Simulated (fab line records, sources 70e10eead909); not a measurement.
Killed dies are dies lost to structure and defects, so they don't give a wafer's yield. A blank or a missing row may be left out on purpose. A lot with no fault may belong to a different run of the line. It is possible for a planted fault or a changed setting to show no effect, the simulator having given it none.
fab line records :: flow nand_harc :: part 2 of 2: steps 29 to 42 of 42
record:
  lots: 5
  wafers: 15
  last_day: 24
route steps=1159 shown P_ZERO_WELL@39 P_STI@69
lots that met no fault: taken from a fault-free run of the same line
start_h: start of the lot's first displayed wafer, in hours after the record's first day :: wait_h: hours from the lot's prior step to this one :: " identical to the entry in the row above :: L1.1+2: several wafers, shown together as one row :: - no value, or no start given :: * or withheld: withheld :: < > ~ a bound
route shown NAME@n: a module of which the file shows steps, and the number in the route of the first :: usual: mean and standard deviation over wafers with no fault :: same: alike in all rows :: chamber/n: place in a boat :: sites: each site's reading :: _std_site: the values' standard deviation :: _edge_site: outer sites' mean less inner sites' :: radius_mm: for every site, how far away it sits from the centre of the wafer :: mask NAME#n: copy n :: behind: the last tool/chamber to shape the wafer :: hold: the reason the lot was held/the length of the hold in hours/how it ended :: device: which transistor (n, p or np) failed to switch :: end of line: tests of these same wafers at the route's end :: a step with no rows: only its recipe :: killed: count of dies lost to structure and defects at first sort (not the wafer's yield) :: map: the dies of a wafer, with x for killed, . for not killed, _ for no die there
set.NAME: the run value of the setting; set.NAME@STEP: its run value at that earlier step :: model.NAME: the simulator's own value behind a step, which no gauge read
certain route steps with their lots: each step a table, each wafer a row
services: when a tool's chamber went out of use (start_h, in hours from the record's first day, below 0 if earlier), for how many hours, and the reason
== steps ==
step: NHARC_P_ZERO_WELL_RTA_42
recipe:
  temp_c: 1100
  time_s: 300
usual:
  lamp_power_pct: 36.32/0.26
  lamp_zone_5_pct: 36.32/0.26
  wafer_temp_C_max: 1104.0/1.1
lot.wafer: L077.1
tool: rtp_anneal-01
chamber: 0
start_h: 36.97
wait_h: -
lamp_power_pct: 36.58
lamp_zone_5_pct: 36.56
wafer_temp_C_max: 1104.5

lot.wafer: L077.5
tool: rtp_anneal-01
chamber: 0
start_h: 36.97
wait_h: -
lamp_power_pct: 36.55
lamp_zone_5_pct: 36.52
wafer_temp_C_max: 1105.5

lot.wafer: L077.6
tool: rtp_anneal-01
chamber: 0
start_h: 36.97
wait_h: -
lamp_power_pct: 36.59
lamp_zone_5_pct: 36.52
wafer_temp_C_max: 1105.3

lot.wafer: L082.1
tool: rtp_anneal-02
chamber: 0
start_h: 67.04
wait_h: -
lamp_power_pct: 36.05
lamp_zone_5_pct: 36.10
wafer_temp_C_max: 1104.0

lot.wafer: L082.4
tool: rtp_anneal-02
chamber: 0
start_h: 67.04
wait_h: -
lamp_power_pct: 36.15
lamp_zone_5_pct: 36.09
wafer_temp_C_max: 1103.7

lot.wafer: L082.6
tool: rtp_anneal-02
chamber: 0
start_h: 67.04
wait_h: -
lamp_power_pct: 36.13
lamp_zone_5_pct: 36.08
wafer_temp_C_max: 1103.6

lot.wafer: L087.1
tool: rtp_anneal-02
chamber: 0
start_h: 96.92
wait_h: -
lamp_power_pct: 36.03
lamp_zone_5_pct: 36.07
wafer_temp_C_max: 1104.3

lot.wafer: L087.4
tool: rtp_anneal-02
chamber: 0
start_h: 96.92
wait_h: -
lamp_power_pct: 36.02
lamp_zone_5_pct: 36.05
wafer_temp_C_max: 1103.5

lot.wafer: L087.6
tool: rtp_anneal-02
chamber: 0
start_h: 96.92
wait_h: -
lamp_power_pct: 36.04
lamp_zone_5_pct: 36.03
wafer_temp_C_max: 1103.9

lot.wafer: L090.2
tool: rtp_anneal-01
chamber: 0
start_h: 114.82
wait_h: -
lamp_power_pct: 36.65
lamp_zone_5_pct: 36.65
wafer_temp_C_max: 1103.6

lot.wafer: L090.3
tool: rtp_anneal-01
chamber: 0
start_h: 114.82
wait_h: -
lamp_power_pct: 36.58
lamp_zone_5_pct: 36.68
wafer_temp_C_max: 1105.4

lot.wafer: L090.4
tool: rtp_anneal-01
chamber: 0
start_h: 114.82
wait_h: -
lamp_power_pct: 36.66
lamp_zone_5_pct: 36.60
wafer_temp_C_max: 1103.7

lot.wafer: L096.1
tool: rtp_anneal-02
chamber: 0
start_h: 151.07
wait_h: -
lamp_power_pct: 36.13
lamp_zone_5_pct: 36.14
wafer_temp_C_max: 1103.9

lot.wafer: L096.4
tool: rtp_anneal-02
chamber: 0
start_h: 151.07
wait_h: -
lamp_power_pct: 36.15
lamp_zone_5_pct: 36.13
wafer_temp_C_max: 1105.5

lot.wafer: L096.5
tool: rtp_anneal-02
chamber: 0
start_h: 151.07
wait_h: -
lamp_power_pct: 36.11
lamp_zone_5_pct: 36.15
wafer_temp_C_max: 1103.4
step: NHARC_P_ZERO_WELL_INSPECT_43
usual:
  raw_defect_count: 14/5.6
lot.wafer: L077.1
tool: defect_inspect-02
chamber: -
start_h: 37.64
wait_h: 0.6
raw_defect_count: 10

lot.wafer: L077.5
tool: defect_inspect-02
chamber: -
start_h: 37.64
wait_h: 0.6
raw_defect_count: 5

lot.wafer: L077.6
tool: defect_inspect-02
chamber: -
start_h: 37.64
wait_h: 0.6
raw_defect_count: 6

lot.wafer: L082.1
tool: defect_inspect-02
chamber: -
start_h: 67.74
wait_h: 0.6
raw_defect_count: 15

lot.wafer: L082.4
tool: defect_inspect-02
chamber: -
start_h: 67.74
wait_h: 0.6
raw_defect_count: 23

lot.wafer: L082.6
tool: defect_inspect-02
chamber: -
start_h: 67.74
wait_h: 0.6
raw_defect_count: 15

lot.wafer: L087.1
tool: defect_inspect-02
chamber: -
start_h: 97.60
wait_h: 0.6
raw_defect_count: 7

lot.wafer: L087.4
tool: defect_inspect-02
chamber: -
start_h: 97.60
wait_h: 0.6
raw_defect_count: 17

lot.wafer: L087.6
tool: defect_inspect-02
chamber: -
start_h: 97.60
wait_h: 0.6
raw_defect_count: 12

lot.wafer: L090.2
tool: defect_inspect-01
chamber: -
start_h: 115.39
wait_h: 0.5
raw_defect_count: 23

lot.wafer: L090.3
tool: defect_inspect-01
chamber: -
start_h: 115.39
wait_h: 0.5
raw_defect_count: 12

lot.wafer: L090.4
tool: defect_inspect-01
chamber: -
start_h: 115.39
wait_h: 0.5
raw_defect_count: 19

lot.wafer: L096.1
tool: defect_inspect-02
chamber: -
start_h: 151.75
wait_h: 0.6
raw_defect_count: 15

lot.wafer: L096.4
tool: defect_inspect-02
chamber: -
start_h: 151.75
wait_h: 0.6
raw_defect_count: 9

lot.wafer: L096.5
tool: defect_inspect-02
chamber: -
start_h: 151.75
wait_h: 0.6
raw_defect_count: 11
step: NHARC_P_STI_ETCH_26
recipe:
  target_depth_a: 110
  chemistry: dHF
  material: SiO2
lot.wafer: L077.6+1+5
tool: wet_bench-07
chamber: 4,5,7
start_h: 37.69
wait_h: 0.0

lot.wafer: L082.4+1+6
tool: wet_bench-04
chamber: 4,5,6
start_h: 67.81
wait_h: 0.1

lot.wafer: L087.1+6+4
tool: wet_bench-04
chamber: 4,6,0
start_h: 97.68
wait_h: 0.1

lot.wafer: L090.2+3+4
tool: wet_bench-04
chamber: 4,5,6
start_h: 115.44
wait_h: 0.0

lot.wafer: L096.4+1+5
tool: wet_bench-02
chamber: 3,5,7
start_h: 151.81
wait_h: 0.1
step: NHARC_P_STI_PRECLEAN_27
recipe:
  time_s: *
  temp_c: 50
  bath_age_min: 0
  chemistry: SC1
usual:
  temp_c: 49.99/0.12
lot.wafer: L077.6
tool: wet_bench-07
chamber: 4
start_h: 37.76
wait_h: 0.1
temp_c: 49.84

lot.wafer: L077.1
tool: wet_bench-07
chamber: 5
start_h: 37.76
wait_h: 0.1
temp_c: 49.86

lot.wafer: L077.5
tool: wet_bench-07
chamber: 7
start_h: 37.76
wait_h: 0.1
temp_c: 50.07

lot.wafer: L082.4
tool: wet_bench-04
chamber: 4
start_h: 67.87
wait_h: 0.0
temp_c: 50.16

lot.wafer: L082.1
tool: wet_bench-04
chamber: 5
start_h: 67.87
wait_h: 0.0
temp_c: 50.31

lot.wafer: L082.6
tool: wet_bench-04
chamber: 6
start_h: 67.87
wait_h: 0.0
temp_c: 49.99

lot.wafer: L087.1
tool: wet_bench-04
chamber: 4
start_h: 97.73
wait_h: 0.0
temp_c: 49.98

lot.wafer: L087.6
tool: wet_bench-04
chamber: 6
start_h: 97.73
wait_h: 0.0
temp_c: 49.99

lot.wafer: L087.4
tool: wet_bench-04
chamber: 0
start_h: 97.73
wait_h: 0.0
temp_c: 50.23

lot.wafer: L090.2
tool: wet_bench-04
chamber: 4
start_h: 115.51
wait_h: 0.1
temp_c: 50.00

lot.wafer: L090.3
tool: wet_bench-04
chamber: 5
start_h: 115.51
wait_h: 0.1
temp_c: 50.03

lot.wafer: L090.4
tool: wet_bench-04
chamber: 6
start_h: 115.51
wait_h: 0.1
temp_c: 50.19

lot.wafer: L096.4
tool: wet_bench-02
chamber: 3
start_h: 151.87
wait_h: 0.0
temp_c: 50.11

lot.wafer: L096.1
tool: wet_bench-02
chamber: 5
start_h: 151.87
wait_h: 0.0
temp_c: 50.10

lot.wafer: L096.5
tool: wet_bench-02
chamber: 7
start_h: 151.87
wait_h: 0.0
temp_c: 49.99
step: NHARC_P_STI_SRD_28
lot.wafer: L077.6+1+5
tool: wet_bench-07
chamber: 4,5,7
start_h: -
wait_h: -

lot.wafer: L082.4+1+6
tool: wet_bench-04
chamber: 4,5,6
start_h: -
wait_h: -

lot.wafer: L087.1+6+4
tool: wet_bench-04
chamber: 4,6,0
start_h: -
wait_h: -

lot.wafer: L090.2+3+4
tool: wet_bench-04
chamber: 4,5,6
start_h: -
wait_h: -

lot.wafer: L096.4+1+5
tool: wet_bench-02
chamber: 3,5,7
start_h: -
wait_h: -
step: NHARC_P_STI_OXIDE_29
recipe:
  target_thk_a: 100
  temp_c: 900
  ox_time_s: 1362
  material: SiO2
lot.wafer: L077.1+5+6
tool: furnace-04
chamber: 0
start_h: 41.55
wait_h: -

lot.wafer: L082.1+4+6
tool: furnace-04
chamber: 0
start_h: 72.57
wait_h: -

lot.wafer: L087.1+4+6
tool: furnace-08
chamber: 0
start_h: 100.29
wait_h: -

lot.wafer: L090.2+3+4
tool: furnace-04
chamber: 0
start_h: 120.86
wait_h: -

lot.wafer: L096.1+4+5
tool: furnace-08
chamber: 0
start_h: 158.02
wait_h: -
step: NHARC_P_STI_HM_DEP_30
recipe:
  target_thk_a: 800
  temp_c: 790
  pressure_mtorr: 300
  time_s: 873
  material: Si3N4
lot.wafer: L077.1+5+6
tool: lpcvd-02
chamber: 0
start_h: 48.80
wait_h: 3.6

lot.wafer: L082.1+4+6
tool: lpcvd-01
chamber: 0
start_h: 79.92
wait_h: 3.6

lot.wafer: L087.1+4+6
tool: lpcvd-02
chamber: 0
start_h: 107.60
wait_h: 3.6

lot.wafer: L090.2+3+4
tool: lpcvd-02
chamber: 0
start_h: 128.14
wait_h: 3.6

lot.wafer: L096.1+4+5
tool: lpcvd-02
chamber: 1
start_h: 165.32
wait_h: 3.6
step: NHARC_P_STI_DEHYDRATE_01
recipe:
  temp_c: 150
  time_s: 120
usual:
  plate_temp_C: 150.04/0.17
lot.wafer: L077.1
tool: litho_track-03
chamber: 0
start_h: 52.46
wait_h: 0.4
plate_temp_C: 150.18

lot.wafer: L077.5
tool: litho_track-03
chamber: 0
start_h: 52.46
wait_h: 0.4
plate_temp_C: 149.85

lot.wafer: L077.6
tool: litho_track-03
chamber: 0
start_h: 52.46
wait_h: 0.4
plate_temp_C: 150.14

lot.wafer: L082.1
tool: litho_track-03
chamber: 0
start_h: 83.54
wait_h: 0.4
plate_temp_C: 150.16

lot.wafer: L082.4
tool: litho_track-03
chamber: 0
start_h: 83.54
wait_h: 0.4
plate_temp_C: 150.20

lot.wafer: L082.6
tool: litho_track-03
chamber: 0
start_h: 83.54
wait_h: 0.4
plate_temp_C: 150.20

lot.wafer: L087.1
tool: litho_track-07
chamber: 0
start_h: 111.22
wait_h: 0.4
plate_temp_C: 150.13

lot.wafer: L087.4
tool: litho_track-07
chamber: 0
start_h: 111.22
wait_h: 0.4
plate_temp_C: 150.08

lot.wafer: L087.6
tool: litho_track-07
chamber: 0
start_h: 111.22
wait_h: 0.4
plate_temp_C: 150.18

lot.wafer: L090.2
tool: litho_track-03
chamber: 0
start_h: 131.82
wait_h: 0.4
plate_temp_C: 149.94

lot.wafer: L090.3
tool: litho_track-03
chamber: 0
start_h: 131.82
wait_h: 0.4
plate_temp_C: 149.74

lot.wafer: L090.4
tool: litho_track-03
chamber: 0
start_h: 131.82
wait_h: 0.4
plate_temp_C: 149.68

lot.wafer: L096.1
tool: litho_track-03
chamber: 0
start_h: 168.96
wait_h: 0.4
plate_temp_C: 149.85

lot.wafer: L096.4
tool: litho_track-03
chamber: 0
start_h: 168.96
wait_h: 0.4
plate_temp_C: 150.12

lot.wafer: L096.5
tool: litho_track-03
chamber: 0
start_h: 168.96
wait_h: 0.4
plate_temp_C: 149.94
step: NHARC_P_STI_HMDS_02
recipe:
  time_s: 30
lot.wafer: L077.1+5+6
tool: litho_track-03
chamber: 0
start_h: -
wait_h: -

lot.wafer: L082.1+4+6
tool: litho_track-03
chamber: 0
start_h: -
wait_h: -

lot.wafer: L087.1+4+6
tool: litho_track-07
chamber: 0
start_h: -
wait_h: -

lot.wafer: L090.2+3+4
tool: litho_track-03
chamber: 0
start_h: -
wait_h: -

lot.wafer: L096.1+4+5
tool: litho_track-03
chamber: 0
start_h: -
wait_h: -
step: NHARC_P_STI_COAT_41
recipe:
  temp_c: 200
  time_s: 65
usual:
  plate_temp_C: 200.04/0.15
lot.wafer: L077.1
tool: litho_track-03
chamber: 0
start_h: -
wait_h: -
plate_temp_C: 199.90

lot.wafer: L077.5
tool: litho_track-03
chamber: 0
start_h: -
wait_h: -
plate_temp_C: 200.02

lot.wafer: L077.6
tool: litho_track-03
chamber: 0
start_h: -
wait_h: -
plate_temp_C: 200.01

lot.wafer: L082.1
tool: litho_track-03
chamber: 0
start_h: -
wait_h: -
plate_temp_C: 200.06

lot.wafer: L082.4
tool: litho_track-03
chamber: 0
start_h: -
wait_h: -
plate_temp_C: 200.10

lot.wafer: L082.6
tool: litho_track-03
chamber: 0
start_h: -
wait_h: -
plate_temp_C: 199.86

lot.wafer: L087.1
tool: litho_track-07
chamber: 0
start_h: -
wait_h: -
plate_temp_C: 200.02

lot.wafer: L087.4
tool: litho_track-07
chamber: 0
start_h: -
wait_h: -
plate_temp_C: 199.89

lot.wafer: L087.6
tool: litho_track-07
chamber: 0
start_h: -
wait_h: -
plate_temp_C: 200.02

lot.wafer: L090.2
tool: litho_track-03
chamber: 0
start_h: -
wait_h: -
plate_temp_C: 199.96

lot.wafer: L090.3
tool: litho_track-03
chamber: 0
start_h: -
wait_h: -
plate_temp_C: 200.15

lot.wafer: L090.4
tool: litho_track-03
chamber: 0
start_h: -
wait_h: -
plate_temp_C: 200.01

lot.wafer: L096.1
tool: litho_track-03
chamber: 0
start_h: -
wait_h: -
plate_temp_C: 199.88

lot.wafer: L096.4
tool: litho_track-03
chamber: 0
start_h: -
wait_h: -
plate_temp_C: 200.02

lot.wafer: L096.5
tool: litho_track-03
chamber: 0
start_h: -
wait_h: -
plate_temp_C: 199.87
step: NHARC_P_STI_COAT_03
recipe:
  spin_rpm: 2000
  resist_thk_nm: 600
lot.wafer: L077.1+5+6
tool: litho_track-03
chamber: 0
start_h: -
wait_h: -

lot.wafer: L082.1+4+6
tool: litho_track-03
chamber: 0
start_h: -
wait_h: -

lot.wafer: L087.1+4+6
tool: litho_track-07
chamber: 0
start_h: -
wait_h: -

lot.wafer: L090.2+3+4
tool: litho_track-03
chamber: 0
start_h: -
wait_h: -

lot.wafer: L096.1+4+5
tool: litho_track-03
chamber: 0
start_h: -
wait_h: -
step: NHARC_P_STI_SOFTBAKE_04
recipe:
  temp_c: 125
  time_s: 70
usual:
  plate_temp_C: 125.01/0.13
lot.wafer: L077.1
tool: litho_track-03
chamber: 0
start_h: -
wait_h: -
plate_temp_C: 125.14

lot.wafer: L077.5
tool: litho_track-03
chamber: 0
start_h: -
wait_h: -
plate_temp_C: 125.10

lot.wafer: L077.6
tool: litho_track-03
chamber: 0
start_h: -
wait_h: -
plate_temp_C: 125.13

lot.wafer: L082.1
tool: litho_track-03
chamber: 0
start_h: -
wait_h: -
plate_temp_C: 125.02

lot.wafer: L082.4
tool: litho_track-03
chamber: 0
start_h: -
wait_h: -
plate_temp_C: 124.92

lot.wafer: L082.6
tool: litho_track-03
chamber: 0
start_h: -
wait_h: -
plate_temp_C: 124.83

lot.wafer: L087.1
tool: litho_track-07
chamber: 0
start_h: -
wait_h: -
plate_temp_C: 124.95

lot.wafer: L087.4
tool: litho_track-07
chamber: 0
start_h: -
wait_h: -
plate_temp_C: 124.77

lot.wafer: L087.6
tool: litho_track-07
chamber: 0
start_h: -
wait_h: -
plate_temp_C: 124.79

lot.wafer: L090.2
tool: litho_track-03
chamber: 0
start_h: -
wait_h: -
plate_temp_C: 124.77

lot.wafer: L090.3
tool: litho_track-03
chamber: 0
start_h: -
wait_h: -
plate_temp_C: 125.02

lot.wafer: L090.4
tool: litho_track-03
chamber: 0
start_h: -
wait_h: -
plate_temp_C: 124.94

lot.wafer: L096.1
tool: litho_track-03
chamber: 0
start_h: -
wait_h: -
plate_temp_C: 125.00

lot.wafer: L096.4
tool: litho_track-03
chamber: 0
start_h: -
wait_h: -
plate_temp_C: 125.00

lot.wafer: L096.5
tool: litho_track-03
chamber: 0
start_h: -
wait_h: -
plate_temp_C: 125.17
step: NHARC_P_STI_EBR_05
lot.wafer: L077.1+5+6
tool: litho_track-03
chamber: 0
start_h: -
wait_h: -

lot.wafer: L082.1+4+6
tool: litho_track-03
chamber: 0
start_h: -
wait_h: -

lot.wafer: L087.1+4+6
tool: litho_track-07
chamber: 0
start_h: -
wait_h: -

lot.wafer: L090.2+3+4
tool: litho_track-03
chamber: 0
start_h: -
wait_h: -

lot.wafer: L096.1+4+5
tool: litho_track-03
chamber: 0
start_h: -
wait_h: -
step: NHARC_P_STI_EXPOSE_06
recipe:
  na: 0.55
  target_cd_nm: 200
  dose_mj: 37.69
  mask_id: P_STI
usual:
  exposure_dose_mJ_cm2: 37.65/0.038
lot.wafer: L077.1
tool: krf_scanner-04
chamber: 0
start_h: 52.75
wait_h: -
mask: P_STI#0
exposure_dose_mJ_cm2: 37.60

lot.wafer: L077.5
tool: krf_scanner-04
chamber: 0
start_h: 52.75
wait_h: -
mask: P_STI#0
exposure_dose_mJ_cm2: 37.61

lot.wafer: L077.6
tool: krf_scanner-04
chamber: 0
start_h: 52.75
wait_h: -
mask: P_STI#0
exposure_dose_mJ_cm2: 37.63

lot.wafer: L082.1
tool: krf_scanner-01
chamber: 0
start_h: 83.71
wait_h: -
mask: P_STI#0
exposure_dose_mJ_cm2: 37.61

lot.wafer: L082.4
tool: krf_scanner-01
chamber: 0
start_h: 83.71
wait_h: -
mask: P_STI#0
exposure_dose_mJ_cm2: 37.63

lot.wafer: L082.6
tool: krf_scanner-01
chamber: 0
start_h: 83.71
wait_h: -
mask: P_STI#0
exposure_dose_mJ_cm2: 37.58

lot.wafer: L087.1
tool: krf_scanner-01
chamber: 0
start_h: 111.55
wait_h: -
mask: P_STI#0
exposure_dose_mJ_cm2: 37.64

lot.wafer: L087.4
tool: krf_scanner-01
chamber: 0
start_h: 111.55
wait_h: -
mask: P_STI#0
exposure_dose_mJ_cm2: 37.65

lot.wafer: L087.6
tool: krf_scanner-01
chamber: 0
start_h: 111.55
wait_h: -
mask: P_STI#0
exposure_dose_mJ_cm2: 37.62

lot.wafer: L090.2
tool: krf_scanner-03
chamber: 0
start_h: 132.11
wait_h: -
mask: P_STI#0
exposure_dose_mJ_cm2: 37.74

lot.wafer: L090.3
tool: krf_scanner-03
chamber: 0
start_h: 132.11
wait_h: -
mask: P_STI#0
exposure_dose_mJ_cm2: 37.64

lot.wafer: L090.4
tool: krf_scanner-03
chamber: 0
start_h: 132.11
wait_h: -
mask: P_STI#0
exposure_dose_mJ_cm2: 37.75

lot.wafer: L096.1
tool: krf_scanner-01
chamber: 0
start_h: 169.25
wait_h: -
mask: P_STI#0
exposure_dose_mJ_cm2: 37.69

lot.wafer: L096.4
tool: krf_scanner-01
chamber: 0
start_h: 169.25
wait_h: -
mask: P_STI#0
exposure_dose_mJ_cm2: 37.64

lot.wafer: L096.5
tool: krf_scanner-01
chamber: 0
start_h: 169.25
wait_h: -
mask: P_STI#0
exposure_dose_mJ_cm2: 37.67
== services ==
tool: implanter-01
chamber: -
start_h: 13.72
hours: 4.3
kind: repair

tool: litho_track-07
chamber: -
start_h: 14.00
hours: 7.0
kind: pm

tool: lpcvd-02
chamber: -
start_h: 23.61
hours: 1.1
kind: repair

tool: rie_diel-07
chamber: 1
start_h: 27.75
hours: 13.3
kind: repair

tool: krf_scanner-02
chamber: -
start_h: 38.00
hours: 4.0
kind: pm

tool: litho_track-03
chamber: -
start_h: 38.00
hours: 7.0
kind: pm

tool: wet_bench-02
chamber: -
start_h: 46.80
hours: 2.3
kind: repair

tool: rie_diel-07
chamber: -
start_h: 51.20
hours: 9.0
kind: pm

tool: litho_track-05
chamber: -
start_h: 62.00
hours: 7.0
kind: pm

tool: krf_scanner-02
chamber: -
start_h: 63.84
hours: 1.5
kind: repair

tool: implanter-01
chamber: -
start_h: 68.47
hours: 1.8
kind: repair

tool: krf_scanner-01
chamber: -
start_h: 84.00
hours: 4.0
kind: pm

tool: implanter-02
chamber: -
start_h: 85.00
hours: 13.0
kind: pm

tool: wet_bench-07
chamber: -
start_h: 96.02
hours: 8.0
kind: pm

tool: rie_diel-13
chamber: -
start_h: 99.00
hours: 9.0
kind: pm

tool: implanter-01
chamber: -
start_h: 103.07
hours: 2.4
kind: repair

tool: wet_bench-07
chamber: -
start_h: 104.08
hours: 1.7
kind: repair

tool: krf_scanner-04
chamber: -
start_h: 110.00
hours: 0.8
kind: repair

tool: wet_bench-09
chamber: -
start_h: 114.34
hours: 8.0
kind: pm

tool: krf_scanner-04
chamber: -
start_h: 126.00
hours: 4.0
kind: pm

tool: wet_bench-06
chamber: -
start_h: 129.60
hours: 8.0
kind: pm

tool: krf_scanner-04
chamber: -
start_h: 150.63
hours: 7.4
kind: repair

tool: wet_bench-04
chamber: -
start_h: 163.20
hours: 8.0
kind: pm

tool: krf_scanner-03
chamber: -
start_h: 168.00
hours: 4.0
kind: pm
